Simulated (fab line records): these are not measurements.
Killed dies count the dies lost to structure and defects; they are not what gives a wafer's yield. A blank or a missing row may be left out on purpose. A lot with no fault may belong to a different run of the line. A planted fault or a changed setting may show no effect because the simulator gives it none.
Which of the tools did it? ; flow n5 finfet ; 6 lots, 18 wafers sampled, at 2 steps of a route of 1938

== WHAT THE GAUGES SHOWED, per wafer ==
N5_BEOL_M14_OVL_MEAS_29.
lot;measured;on;M14_OVL (nm)
L585;day 14 06:25;overlay-02;3 3 2
L587;day 14 17:34;overlay-01;2 1 -2
L590;day 16 02:00;overlay-02;-3 -6 5
L595;day 17 20:05;overlay-01;1 2 3
L601;day 17 23:33;overlay-02;30 31 28
L605;day 20 00:11;overlay-02;-4 4 -1

== TOOL THAT RAN EACH LOT (tool first, then ch and the chambers of the sampled wafers, then the start) ==
lot;N5_BEOL_M14_EXPOSE_25
L585;krf scanner-01 ch 0, day 14 06:13
L587;krf scanner-01 ch 0, day 14 17:22
L590;krf scanner-02 ch 0, day 16 01:49
L595;krf scanner-01 ch 0, day 17 19:54
L601;krf scanner-02 ch 0, day 17 23:21
L605;krf scanner-01 ch 0, day 19 23:59
- N5_BEOL_M14_EXPOSE_25: exposes mask M14, target cd 280 nm.

== THE ANSWER, worked out from the rows above alone ==
Rule: usual is defined by the lots themselves. The widest of any qualifying gaps counts: lots, ordered by their means at a reading, are off when they make up no more than a third of the lots, leave a main group of 4 or more, and stand apart from it by 3 or more times the standard deviation of that group's means. Not used: any main group whose means are identical at the precision the tables above print for the reading. Also off: a lot with no number at a reading for which 4 or more lots have one. The other lots that the step has rows for count as sound.
Off: L601, seen at N5_BEOL_M14_OVL_MEAS_29 (M14_OVL). The main group has a mean of 1 nm with a standard deviation of 1.5.
A tool fits if, at a process step before that reading, it ran every lot that is off, and no sound lot after the first of them. Gauges at N5_BEOL_M14_OVL_MEAS_29: tried the same way as those tools. One fits: krf scanner-02 at N5_BEOL_M14_EXPOSE_25. Its last sound lot is L590 (day 16 01:49), its first lot that is off L601 (day 17 23:21): a fault that began between those two fits.

== WHAT HAD BEEN PUT IN BY THE SIMULATOR ==
Scanner matching overlay: krf scanner-02, from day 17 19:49 on, at N5_BEOL_M14_EXPOSE_25. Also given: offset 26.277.
Struck lots among those shown: L601. Same finding as the rule above.
